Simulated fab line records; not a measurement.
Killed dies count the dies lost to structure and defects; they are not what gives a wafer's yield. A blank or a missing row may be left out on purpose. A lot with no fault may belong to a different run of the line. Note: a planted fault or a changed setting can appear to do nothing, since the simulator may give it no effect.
Which tool was responsible?	flow n5-finfet	11 lots with 33 wafers sampled at 5 steps, on a route of 1938 steps

## WHAT EACH GAUGE READ, for each wafer
The record holds no reading of a measuring or inspecting step that can be judged against a usual standard deviation.

## EACH LOT AND THE TOOL THAT RAN IT (in order: tool; ch and the chambers of the sampled wafers; start)
lot	N5_SDB_ETCH_18	N5_MIM_TOP_ALD_00	N5_MIM_TOP_LITHO_DESCUM_10	N5_PASSIVATION_PECVD_55	N5_PASSIVATION_PROBE_49
L910	rie-diel-03 ch 0,3, day 3 18:32	ald-hk-01 ch 0,2, day 11 12:13	rie-diel-04 ch 2,3, day 11 13:43	pecvd-01 ch 1,2, day 11 15:31	-
L911	rie-diel-05 ch 0,1,3, day 3 21:50	ald-hk-01 ch 0,2,3, day 12 00:09	rie-diel-04 ch 0,2, day 12 01:25	pecvd-01 ch 0,1,2, day 12 03:11	-
L921	rie-diel-05 ch 2,3, day 6 20:45	ald-hk-02 ch 3, day 14 21:03	rie-diel-05 ch 3, day 14 22:59	pecvd-03 ch 2, day 15 00:36	prober-01, day 15 07:29
L922	rie-diel-05 ch 0,1,3, day 6 21:52	ald-hk-02 ch 1,3, day 15 15:45	rie-diel-05 ch 0,1, day 15 17:30	pecvd-02 ch 1,2, day 15 19:17	prober-01, day 16 02:07
L926	rie-diel-03 ch 0,2,3, day 7 19:55	ald-hk-03 ch 0,3, day 16 03:12	rie-diel-03 ch 1,3, day 16 04:49	pecvd-03 ch 1,2, day 16 06:36	-
L927	rie-diel-03 ch 1,2,3, day 7 21:53	ald-hk-02 ch 0,2,3, day 16 08:49	rie-diel-04 ch 0,2,3, day 16 10:06	pecvd-02 ch 0,1,2, day 16 11:48	-
L928	rie-diel-04 ch 2,3, day 8 08:09	ald-hk-01 ch 1,2,3, day 16 08:00	rie-diel-04 ch 0,2, day 16 09:33	pecvd-03 ch 0,1, day 16 11:19	-
L929	rie-diel-04 ch 0,1,2, day 8 14:16	ald-hk-03 ch 2,3, day 17 02:32	rie-diel-03 ch 0,1, day 17 06:32	pecvd-03 ch 0,2, day 17 08:17	-
L930	rie-diel-04 ch 0,1,2, day 8 17:29	ald-hk-03 ch 0,3, day 17 08:53	rie-diel-03 ch 0,1,3, day 17 12:25	pecvd-03 ch 0,1, day 17 14:26	-
L931	rie-diel-04 ch 1,2,3, day 9 03:20	ald-hk-01 ch 1,2,3, day 17 12:31	rie-diel-05 ch 1,2, day 17 14:12	pecvd-03 ch 0,1,2, day 17 15:57	-
L932	rie-diel-05 ch 0,2,3, day 9 05:39	ald-hk-02 ch 0,1,2, day 17 17:43	rie-diel-05 ch 1,2,3, day 17 19:35	pecvd-01 ch 0,2, day 17 21:20	-
- N5_SDB_ETCH_18: etches SOC in N2/H2, target depth 100 nm, overetch 20 nm, time 150 s.
- N5_MIM_TOP_ALD_00: deposits Al2O3, purge time 3 s, co reactant pulse time 3 s.
- N5_MIM_TOP_LITHO_DESCUM_10: chemistry O2, time 7.9 s.
- N5_PASSIVATION_PECVD_55: deposits SiO2 from SiH4/N2O, target thk 400 nm, time 22.5 s.
- N5_PASSIVATION_PROBE_49

## AS READ BY THE TOOLS THEMSELVES (means over the sampled wafers that have a number; for cases with no such wafer, the mark the record gives instead)
N5_SDB_ETCH_18. Usual: drypump-motor-current-A 6.0 A, standard deviation 0.43; oes-product-au 0.66 a.u., standard deviation 0.06; rf-vpp-V 523.4 V, standard deviation 2.6; showerhead-plenum-p-Torr 2.53 Torr, standard deviation 0.08; throttle-valve-pct 17.77 %, standard deviation 0.24.
lot	tool	drypump-motor-current-A (A)	oes-product-au (a.u.)	rf-vpp-V (V)	showerhead-plenum-p-Torr (Torr)	throttle-valve-pct (%)	flag
L910	rie-diel-03	5.5	0.80	522.2	2.52	17.74	
L911	rie-diel-05	5.7	0.65	523.4	2.53	17.65	
L921	rie-diel-05	6.1	0.65	521.6	2.48	17.92	
L922	rie-diel-05	5.7	0.66	524.4	2.52	17.69	
L926	rie-diel-03	5.6	0.70	523.9	2.54	18.00	
L927	rie-diel-03	6.0	0.74	524.3	2.54	17.91	
L928	rie-diel-04	6.2	0.69	521.7	2.47	17.81	
L929	rie-diel-04	6.4	0.62	524.6	2.59	17.80	
L930	rie-diel-04	6.3	0.62	525.4	2.58	17.80	
L931	rie-diel-04	6.2	0.65	523.4	2.53	17.83	
L932	rie-diel-05	6.0	0.62	522.2	2.47	17.85	

N5_MIM_TOP_ALD_00. Usual: precursor-pulse-height-rel reads 1.001 (standard deviation 0.018).
lot	tool	precursor-pulse-height-rel	flag
L910	ald-hk-01	1.014	
L911	ald-hk-01	1.000	
L921	ald-hk-02	1.002	
L922	ald-hk-02	1.019	
L926	ald-hk-03	1.009	
L927	ald-hk-02	0.994	
L928	ald-hk-01	0.995	
L929	ald-hk-03	0.992	
L930	ald-hk-03	0.996	
L931	ald-hk-01	0.996	
L932	ald-hk-02	0.978	

N5_MIM_TOP_LITHO_DESCUM_10. Usual: bias-power-w 20.00 W, standard deviation 0.058; drypump-motor-current-A 6.0 A, standard deviation 0.44; oes-product-au 0.84 a.u., standard deviation 0.092; rf-vpp-V 243.2 V, standard deviation 1.5; showerhead-plenum-p-Torr 2.09 Torr, standard deviation 0.078; throttle-valve-pct 20.24 %, standard deviation 0.26.
lot	tool	bias-power-w (W)	drypump-motor-current-A (A)	oes-product-au (a.u.)	rf-vpp-V (V)	showerhead-plenum-p-Torr (Torr)	throttle-valve-pct (%)	flag
L910	rie-diel-04	20.01	6.3	0.72	242.6	2.02	20.47	
L911	rie-diel-04	20.02	6.5	0.68	244.3	2.12	20.42	
L921	rie-diel-05	19.93	6.1	0.92	242.5	2.12	19.67	
L922	rie-diel-05	20.00	5.4	0.93	244.7	2.14	19.96	
L926	rie-diel-03	19.98	6.2	0.79	241.6	2.01	20.24	
L927	rie-diel-04	19.99	6.4	0.85	242.6	2.05	20.19	
L928	rie-diel-04	20.02	6.5	0.90	242.8	2.06	20.19	
L929	rie-diel-03	19.97	6.2	0.84	242.5	2.03	20.23	
L930	rie-diel-03	20.00	5.8	0.83	241.6	2.03	20.34	
L931	rie-diel-05	20.02	5.6	0.88	244.7	2.15	20.23	
L932	rie-diel-05	19.97	5.7	0.88	243.8	2.12	20.00	

N5_PASSIVATION_PECVD_55. Usual: heater-power-outer-w 408 W, standard deviation 97; heater-power-w 696 W, standard deviation 140; showerhead-plenum-p-Torr 8.19 Torr, standard deviation 0.09; showerhead-vpp-V 1455 V, standard deviation 42; throttle-valve-pct 50.6 %, standard deviation 3.
lot	tool	heater-power-outer-w (W)	heater-power-w (W)	showerhead-plenum-p-Torr (Torr)	showerhead-vpp-V (V)	throttle-valve-pct (%)	flag
L910	pecvd-01	434	729	8.15	1483	52.4	
L911	pecvd-01	393	687	8.16	1462	51.7	
L921	pecvd-03	406	684	8.14	1422	45.6	
L922	pecvd-02	431	720	8.19	1520	49.5	
L926	pecvd-03	539	867	8.09	1456	51.0	
L927	pecvd-02	380	636	8.23	1495	50.1	
L928	pecvd-03	419	713	8.24	1458	51.9	
L929	pecvd-03	435	728	8.21	1422	47.6	
L930	pecvd-03	428	732	8.25	1459	51.9	
L931	pecvd-03	441	746	8.17	1433	50.0	
L932	pecvd-01	339	606	8.19	1431	51.6	

N5_PASSIVATION_PROBE_49. Usual: killed_at_M0_to_M3 34, standard deviation 11; killed_at_M4_up 14, standard deviation 5.7; killed-at-contacts 14, standard deviation 6.9; killed-at-front-end 40, standard deviation 11; killed-at-other 4, standard deviation 3.1; killed-dies 105, standard deviation 17; killed-on-rim 14, standard deviation 4.1; killed-open 70, standard deviation 13; killed-short 34, standard deviation 7.6.
lot	tool	killed_at_M0_to_M3	killed_at_M4_up	killed-at-contacts	killed-at-front-end	killed-at-other	killed-dies	killed-on-rim	killed-open	killed-short	flag
L921	prober-01	31	9	17	403	5	465	60	70	36	OFF
L922	prober-01	40	12	10	390	2	455	57	68	26	OFF

## THE ANSWER, worked out from the rows above alone
Rule: lot off if the mean of its wafers having a number is beyond 3 standard deviations from the usual mean. A lot without any number at a reading at which 4 lots or more have one is off too. All remaining lots with rows at the step are treated as sound. First the gauges in route order, then the tools' own readings, where a lot's mean is used as printed above. At the first step where some lot is off, the reading lying furthest off is the one used; lots without a number count as furthest.
Off at N5_PASSIVATION_PROBE_49 (killed-at-front-end): L921, L922. Neither off nor sound, because the step has no rows for them: L910, L911, L926, L927, L928, L929, L930, L931, L932.
A tool fits if, at that step or a process step before it, it ran every lot that is off, and no sound lot after the first of them. Can't be told from this: 3 tools fit, rie-diel-05 at N5_SDB_ETCH_18 and N5_MIM_TOP_LITHO_DESCUM_10, ald-hk-02 at N5_MIM_TOP_ALD_00, prober-01 at N5_PASSIVATION_PROBE_49.

## WHAT HAD BEEN PUT IN BY THE SIMULATOR
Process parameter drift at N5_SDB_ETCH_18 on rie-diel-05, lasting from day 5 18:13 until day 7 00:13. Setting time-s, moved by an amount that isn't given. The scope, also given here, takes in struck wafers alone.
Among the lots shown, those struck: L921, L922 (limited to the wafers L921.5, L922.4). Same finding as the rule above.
